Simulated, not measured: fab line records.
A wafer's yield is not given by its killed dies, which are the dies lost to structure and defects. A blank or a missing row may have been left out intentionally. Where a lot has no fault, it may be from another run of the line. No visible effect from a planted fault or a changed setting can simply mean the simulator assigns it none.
Which tool did it?	flow n5 finfet	21 lots, 63 wafers sampled, at 6 steps of a route of 1938

WHAT THE GAUGES READ, wafer by wafer
The record holds no reading of a measuring or inspecting step that can be judged against a usual standard deviation.

WHAT TOOL EACH LOT RAN ON (gives the tool, then ch and the chambers of the sampled wafers, and finally the start)
lot	N5_STI_FIN_REVEAL_ETCHBACK_08	N5_STI_FIN_REVEAL_STRIP_24	N5_DUMMY_GATE_CMP_04	N5_SDB_ETCH_18	N5_HKMG_FIN_ETCH_58	N5_HKMG_FIN_PWFM_ALD_03
L074	rie diel-02 ch 0,2,3, day 2 09:45	rie diel-02 ch 0,2,3, day 2 09:47	cmp-01 ch 0,2,3, day 2 16:46	rie diel-02 ch 0,2,3, day 3 18:28	rie diel-03 ch 0,2,3, day 4 00:26	ald metal-04 ch 0,1, day 4 02:35
L075	rie diel-03 ch 0,1,3, day 2 17:15	rie diel-03 ch 0,1,3, day 2 17:17	cmp-02 ch 0,2,3, day 3 00:24	rie diel-03 ch 0,2,3, day 4 04:17	rie diel-06 ch 0,1,3, day 4 10:40	ald metal-03 ch 0,1,2, day 4 12:52
L076	rie diel-03 ch 0,2,3, day 2 23:46	rie diel-03 ch 0,2,3, day 2 23:49	cmp-03 ch 2,3, day 3 06:46	rie diel-03 ch 1,2, day 4 06:43	rie diel-03 ch 1,2,3, day 4 12:40	ald metal-03 ch 0,2, day 4 14:53
L077	rie diel-03 ch 2,3, day 3 05:55	rie diel-03 ch 2,3, day 3 05:57	cmp-02 ch 0,1,2, day 3 13:13	rie diel-03 ch 0,1,2, day 4 16:19	rie diel-03 ch 0,2,3, day 4 22:49	ald metal-02 ch 0,2,3, day 5 01:26
L078	rie diel-03 ch 1,2, day 3 10:28	rie diel-03 ch 1,2, day 3 10:30	cmp-02 ch 0,1,2, day 3 17:35	rie diel-06 ch 1,2,3, day 4 17:33	rie diel-02 ch 0,2,3, day 5 00:04	ald metal-04 ch 0,1,3, day 5 02:24
L079	rie diel-02 ch 0,1,2, day 3 17:31	rie diel-02 ch 0,1,2, day 3 17:32	cmp-03 ch 0,1, day 4 01:14	rie diel-03 ch 0,1,3, day 5 01:20	rie diel-02 ch 0,2,3, day 5 07:41	ald metal-03 ch 2,3, day 5 10:02
L080	rie diel-06 ch 0,3, day 3 23:08	rie diel-06 ch 0,3, day 3 23:10	cmp-01 ch 0,2,3, day 4 06:18	rie diel-02 ch 0,2,3, day 5 05:47	rie diel-02 ch 0,2,3, day 5 11:31	ald metal-03 ch 2,3, day 5 13:47
L081	rie diel-03 ch 1,2,3, day 4 04:42	rie diel-03 ch 1,2,3, day 4 04:44	cmp-01 ch 0,1,3, day 4 12:02	rie diel-06 ch 1,2, day 5 11:19	rie diel-06 ch 0,1,2, day 5 18:02	ald metal-04 ch 0,1,2, day 5 20:11
L082	rie diel-03 ch 0,2, day 4 10:45	rie diel-03 ch 0,2, day 4 10:47	cmp-03 ch 0,1,2, day 4 18:25	rie diel-02 ch 0,2, day 5 18:55	rie diel-03 ch 1,2,3, day 6 02:48	ald metal-03 ch 1,2,3, day 6 05:02
L083	rie diel-03 ch 0,1,3, day 4 15:09	rie diel-03 ch 0,1,3, day 4 15:11	cmp-03 ch 0,2,3, day 5 00:26	rie diel-06 ch 0,2, day 6 01:13	rie diel-03 ch 1,3, day 6 07:11	ald metal-02 ch 0,2, day 6 09:29
L085	rie diel-03 ch 1,2,3, day 5 06:16	rie diel-03 ch 1,2,3, day 5 06:18	cmp-02 ch 0,1,3, day 5 13:19	rie diel-02 ch 0,1, day 6 12:56	rie diel-02 ch 0,2, day 6 18:44	ald metal-02 ch 0,1,3, day 6 20:52
L086	rie diel-02 ch 0,2,3, day 5 13:14	rie diel-02 ch 0,2,3, day 5 13:16	cmp-01 ch 0,1,2, day 5 20:35	rie diel-03 ch 0,1,3, day 6 21:10	rie diel-02 ch 1,2, day 7 03:11	ald metal-04 ch 1,2,3, day 7 05:34
L088	rie diel-02 ch 0,2, day 6 00:06	rie diel-02 ch 0,2, day 6 00:08	cmp-02 ch 0,1,2, day 6 07:25	rie diel-02 ch 1,3, day 7 06:57	rie diel-03 ch 2,3, day 7 12:52	ald metal-04 ch 0,1,3, day 7 15:08
L089	rie diel-06 ch 0,1,2, day 6 05:16	rie diel-06 ch 0,1,2, day 6 05:19	cmp-02 ch 1,2, day 6 12:31	rie diel-06 ch 0,3, day 7 15:08	rie diel-02 ch 0,1,3, day 7 20:58	ald metal-04 ch 0,1,2, day 7 23:07
L090	rie diel-02 ch 0,1,2, day 6 10:37	rie diel-02 ch 0,1,2, day 6 10:39	cmp-01 ch 1,2, day 6 18:03	rie diel-02 ch 0,1,2, day 7 17:00	rie diel-03 ch 0,1,2, day 7 22:35	ald metal-03 ch 1,2, day 8 00:44
L091	rie diel-02 ch 0,1,2, day 6 16:50	rie diel-02 ch 0,1,2, day 6 16:52	cmp-03 ch 0,2, day 6 23:48	rie diel-03 ch 0,1,2, day 7 23:49	rie diel-06 ch 0,1, day 8 05:52	ald metal-02 ch 0,1,2, day 8 08:04
L092	rie diel-02 ch 1,2, day 6 23:01	rie diel-02 ch 1,2, day 6 23:03	cmp-03 ch 0,1,2, day 7 06:35	rie diel-03 ch 0,1,2, day 8 07:09	rie diel-02 ch 0,1,2, day 8 16:08	ald metal-02 ch 2,3, day 8 18:18
L093	rie diel-03 ch 0,2,3, day 7 04:14	rie diel-03 ch 0,2,3, day 7 04:16	cmp-02 ch 0,2,3, day 7 11:20	rie diel-03 ch 2,3, day 8 11:21	rie diel-02 ch 1,2,3, day 8 18:49	ald metal-04 ch 0,3, day 8 21:02
L094	rie diel-02 ch 0,2, day 7 09:59	rie diel-02 ch 0,2, day 7 10:01	cmp-01 ch 0,1,3, day 7 17:02	rie diel-03 ch 0,1,2, day 8 17:31	rie diel-06 ch 1,2,3, day 8 23:57	ald metal-02 ch 0,1,3, day 9 02:06
L096	rie diel-06 ch 1,2,3, day 7 21:43	rie diel-06 ch 1,2,3, day 7 21:45	cmp-03 ch 0,1, day 8 04:43	rie diel-02 ch 0,2,3, day 9 07:23	rie diel-02 ch 2,3, day 9 13:18	ald metal-03 ch 0,1, day 9 15:35
L097	rie diel-06 ch 1,2,3, day 8 04:20	rie diel-06 ch 1,2,3, day 8 04:22	cmp-02 ch 0,1,3, day 8 11:25	rie diel-03 ch 2,3, day 9 12:16	rie diel-03 ch 0,1, day 9 18:35	ald metal-04 ch 0,3, day 9 20:43
- N5_STI_FIN_REVEAL_ETCHBACK_08: etches SiO2 in C4F6/O2, target depth 30.5 nm, time 10.167 s.
- N5_STI_FIN_REVEAL_STRIP_24: strips in N2/H2, time 90 s.
- N5_DUMMY_GATE_CMP_04: polishes a-Si.
- N5_SDB_ETCH_18: etches SOC in N2/H2, target depth 100 nm, overetch 20 nm, time 150 s.
- N5_HKMG_FIN_ETCH_58: etches SOC in N2/H2, target depth 215.8 nm, time 741 s.
- N5_HKMG_FIN_PWFM_ALD_03: deposits TiN, target thk 2 nm, pulse time 1 s, purge time 3 s.

AS READ BY THE TOOLS THEMSELVES (means over the sampled wafers that have a number; for cases with no such wafer, the mark the record gives instead)
N5_STI_FIN_REVEAL_ETCHBACK_08. Usual: O2_flow_sccm 10.00 sccm, standard deviation 0.032; drypump motor current A 5.55 A, standard deviation 0.3; oes product au 0.79 a.u., standard deviation 0.084; rf vpp V 666 V, standard deviation 22; showerhead plenum p Torr 2.82 Torr, standard deviation 0.081; throttle valve pct 21.14 %, standard deviation 0.28.
lot	tool	O2_flow_sccm (sccm)	drypump motor current A (A)	oes product au (a.u.)	rf vpp V (V)	showerhead plenum p Torr (Torr)	throttle valve pct (%)	flag
L074	rie diel-02	10.00	5.71	0.74	653	2.78	21.23	
L075	rie diel-03	10.00	5.42	0.78	670	2.85	20.93	
L076	rie diel-03	10.01	5.59	0.83	674	2.90	20.96	
L077	rie diel-03	10.01	5.85	0.84	667	2.87	20.92	
L078	rie diel-03	10.01	5.40	0.89	686	2.80	20.89	
L079	rie diel-02	9.97	5.51	0.76	656	2.77	21.39	
L080	rie diel-06	10.01	5.98	0.87	656	2.74	20.87	
L081	rie diel-03	9.99	5.62	0.85	675	2.83	20.91	
L082	rie diel-03	10.02	5.50	0.87	688	2.92	20.97	
L083	rie diel-03	10.02	5.42	0.77	670	2.84	20.96	
L085	rie diel-03	9.97	5.61	0.84	675	2.83	20.93	
L086	rie diel-02	9.99	5.72	0.71	653	2.77	21.28	
L088	rie diel-02	9.95	5.69	0.73	635	2.73	21.23	
L089	rie diel-06	10.01	5.67	0.90	659	2.85	20.96	
L090	rie diel-02	10.02	5.55	0.74	656	2.76	21.43	
L091	rie diel-02	10.01	5.55	0.74	656	2.76	21.43	
L092	rie diel-02	10.01	5.38	0.75	677	2.78	21.62	
L093	rie diel-03	10.03	5.58	0.79	673	2.89	21.01	
L094	rie diel-02	10.03	5.69	0.71	642	2.76	21.23	
L096	rie diel-06	9.98	5.63	0.82	649	2.83	21.17	
L097	rie diel-06	10.00	5.62	0.81	649	2.83	21.18	

N5_STI_FIN_REVEAL_STRIP_24. Usual: drypump motor current A 5.55 A, standard deviation 0.3; oes product au 0.79 a.u., standard deviation 0.086; rf vpp V 45.2 V, standard deviation 0.81; showerhead plenum p Torr 3.35 Torr, standard deviation 0.088; throttle valve pct 12.2 %, standard deviation 0.31.
lot	tool	drypump motor current A (A)	oes product au (a.u.)	rf vpp V (V)	showerhead plenum p Torr (Torr)	throttle valve pct (%)	flag
L074	rie diel-02	5.72	0.74	45.0	3.34	12.5	
L075	rie diel-03	5.43	0.79	45.4	3.38	12.0	
L076	rie diel-03	5.58	0.84	46.0	3.44	12.0	
L077	rie diel-03	5.85	0.86	46.0	3.40	12.0	
L078	rie diel-03	5.40	0.88	45.0	3.31	11.8	
L079	rie diel-02	5.53	0.76	45.2	3.31	12.5	
L080	rie diel-06	6.01	0.86	44.4	3.27	12.0	
L081	rie diel-03	5.61	0.86	45.8	3.35	11.9	
L082	rie diel-03	5.52	0.87	44.9	3.44	11.9	
L083	rie diel-03	5.42	0.77	45.0	3.37	12.1	
L085	rie diel-03	5.62	0.85	45.0	3.35	11.9	
L086	rie diel-02	5.73	0.72	45.7	3.33	12.6	
L088	rie diel-02	5.70	0.73	45.1	3.30	12.6	
L089	rie diel-06	5.67	0.89	44.5	3.40	12.0	
L090	rie diel-02	5.53	0.74	45.7	3.30	12.6	
L091	rie diel-02	5.55	0.73	45.5	3.29	12.6	
L092	rie diel-02	5.40	0.76	44.9	3.29	12.5	
L093	rie diel-03	5.59	0.79	44.1	3.42	12.1	
L094	rie diel-02	5.70	0.72	45.2	3.31	12.6	
L096	rie diel-06	5.65	0.81	44.7	3.36	12.2	
L097	rie diel-06	5.64	0.81	45.3	3.36	12.2	

N5_DUMMY_GATE_CMP_04. Usual: motor current A 10.2 A, standard deviation 0.95; pad life wafers 1002, standard deviation 530; slurry filter dp kPa 13.50 kPa, standard deviation 0.12; time to endpoint s 14 s, standard deviation 3.6.
lot	tool	motor current A (A)	pad life wafers	slurry filter dp kPa (kPa)	time to endpoint s (s)	flag
L074	cmp-01	10.7	692	13.54	17	
L075	cmp-02	9.4	620	13.40	15	
L076	cmp-03	10.7	1998	13.46	8	
L077	cmp-02	9.9	734	13.43	12	
L078	cmp-02	9.6	776	13.64	12	
L079	cmp-03	9.2	0	13.40	10	
L080	cmp-01	11.0	980	13.52	16	
L081	cmp-01	10.7	1040	13.49	13	
L082	cmp-03	9.5	146	13.54	10	
L083	cmp-03	10.2	188	13.40	11	
L085	cmp-02	9.8	1142	13.42	13	
L086	cmp-01	11.3	1279	13.49	15	
L088	cmp-02	9.9	1310	13.42	10	
L089	cmp-02	9.5	1357	13.59	11	
L090	cmp-01	11.3	1446	13.53	15	
L091	cmp-03	9.7	571	13.64	9	
L092	cmp-03	9.3	656	13.58	11	
L093	cmp-02	9.5	1562	13.39	14	
L094	cmp-01	10.9	1682	13.33	15	
L096	cmp-03	8.8	841	13.51	13	
L097	cmp-02	9.7	1755	13.48	15	

N5_SDB_ETCH_18. Usual: drypump motor current A 5.58 A, standard deviation 0.3; oes product au 0.72 a.u., standard deviation 0.079; rf vpp V 523.3 V, standard deviation 2.1; showerhead plenum p Torr 2.52 Torr, standard deviation 0.069; throttle valve pct 17.8 %, standard deviation 0.31.
lot	tool	drypump motor current A (A)	oes product au (a.u.)	rf vpp V (V)	showerhead plenum p Torr (Torr)	throttle valve pct (%)	flag
L074	rie diel-02	5.72	0.66	522.4	2.51	18.2	
L075	rie diel-03	5.60	0.73	524.8	2.59	17.6	
L076	rie diel-03	5.41	0.79	523.2	2.49	17.4	
L077	rie diel-03	5.35	0.75	524.0	2.55	17.5	
L078	rie diel-06	5.62	0.77	523.9	2.55	17.8	
L079	rie diel-03	5.39	0.69	524.4	2.53	17.6	
L080	rie diel-02	5.71	0.65	521.2	2.50	18.3	
L081	rie diel-06	5.46	0.83	525.5	2.61	17.7	
L082	rie diel-02	5.70	0.66	521.6	2.48	18.2	
L083	rie diel-06	5.86	0.81	523.9	2.52	17.7	
L085	rie diel-02	5.56	0.68	521.3	2.46	18.3	
L086	rie diel-03	5.41	0.68	523.0	2.53	17.6	
L088	rie diel-02	5.56	0.80	522.1	2.51	18.0	
L089	rie diel-06	6.01	0.74	522.0	2.45	17.6	
L090	rie diel-02	5.52	0.66	522.1	2.47	18.3	
L091	rie diel-03	5.36	0.71	524.0	2.54	17.6	
L092	rie diel-03	5.36	0.72	524.6	2.54	17.6	
L093	rie diel-03	5.79	0.75	525.1	2.56	17.5	
L094	rie diel-03	5.35	0.71	524.6	2.53	17.6	
L096	rie diel-02	5.70	0.70	522.0	2.49	18.2	
L097	rie diel-03	5.85	0.70	524.3	2.54	17.7	

N5_HKMG_FIN_ETCH_58. Usual: drypump motor current A 5.57 A, standard deviation 0.3; oes product au 0.78 a.u., standard deviation 0.086; rf vpp V 98.9 V, standard deviation 0.98; showerhead plenum p Torr 2.52 Torr, standard deviation 0.068; throttle valve pct 17.8 %, standard deviation 0.33.
lot	tool	drypump motor current A (A)	oes product au (a.u.)	rf vpp V (V)	showerhead plenum p Torr (Torr)	throttle valve pct (%)	flag
L074	rie diel-03	5.59	0.80	99.1	2.59	17.6	
L075	rie diel-06	5.78	0.88	98.0	2.50	17.6	
L076	rie diel-03	5.65	0.83	99.2	2.52	17.5	
L077	rie diel-03	5.58	0.80	99.3	2.58	17.6	
L078	rie diel-02	5.71	0.71	98.7	2.50	18.2	
L079	rie diel-02	5.71	0.72	97.6	2.50	18.2	
L080	rie diel-02	5.71	0.72	98.8	2.50	18.2	
L081	rie diel-06	5.63	0.92	99.4	2.56	17.6	
L082	rie diel-03	5.62	0.82	100.1	2.51	17.5	
L083	rie diel-03	5.69	0.76	100.0	2.50	17.6	
L085	rie diel-02	5.69	0.72	98.8	2.50	18.2	
L086	rie diel-02	5.54	0.74	99.1	2.49	18.1	
L088	rie diel-03	5.83	0.78	99.2	2.54	17.6	
L089	rie diel-02	5.56	0.81	97.8	2.47	18.1	
L090	rie diel-03	5.35	0.80	99.3	2.54	17.5	
L091	rie diel-06	5.80	0.87	99.3	2.51	17.6	
L092	rie diel-02	5.55	0.72	97.5	2.47	18.2	
L093	rie diel-02	5.54	0.79	99.8	2.49	18.1	
L094	rie diel-06	5.63	0.82	99.0	2.53	17.9	
L096	rie diel-02	5.71	0.77	100.0	2.51	18.0	
L097	rie diel-03	5.14	0.72	99.3	2.55	17.7	

N5_HKMG_FIN_PWFM_ALD_03. Usual: heater power w 909 W, standard deviation 77; precursor pulse height rel 0.998, standard deviation 0.02.
lot	tool	heater power w (W)	precursor pulse height rel	flag
L074	ald metal-04	918	1.004	
L075	ald metal-03	984	1.010	
L076	ald metal-03	957	1.009	
L077	ald metal-02	833	1.008	
L078	ald metal-04	903	0.998	
L079	ald metal-03	971	0.992	
L080	ald metal-03	1017	1.006	
L081	ald metal-04	878	0.976	
L082	ald metal-03	1011	0.998	
L083	ald metal-02	847	0.998	
L085	ald metal-02	876	0.998	
L086	ald metal-04	897	1.023	
L088	ald metal-04	902	0.992	
L089	ald metal-04	877	0.982	
L090	ald metal-03	1054	0.993	
L091	ald metal-02	881	1.000	
L092	ald metal-02	818	0.978	
L093	ald metal-04	869	0.986	
L094	ald metal-02	879	0.995	
L096	ald metal-03	921	1.009	
L097	ald metal-04	887	1.003	

THE ANSWER, worked out from the rows above alone
Rule: lot off if the mean of its wafers having a number is beyond 3 standard deviations from the usual mean. Also off: a lot with no number at a reading for which 4 or more lots have one. Any other lot the step has rows for is counted as sound. The gauges are gone through in route order, then the tools' own readings, and for those a lot's mean is taken as printed above. The first step at which some lot is off is used, and at that step the reading that is off furthest; a lot without a number counts as furthest.
No lot is off at any reading shown: from this, nothing can be told.

WHAT THE SIMULATOR HAD INSERTED
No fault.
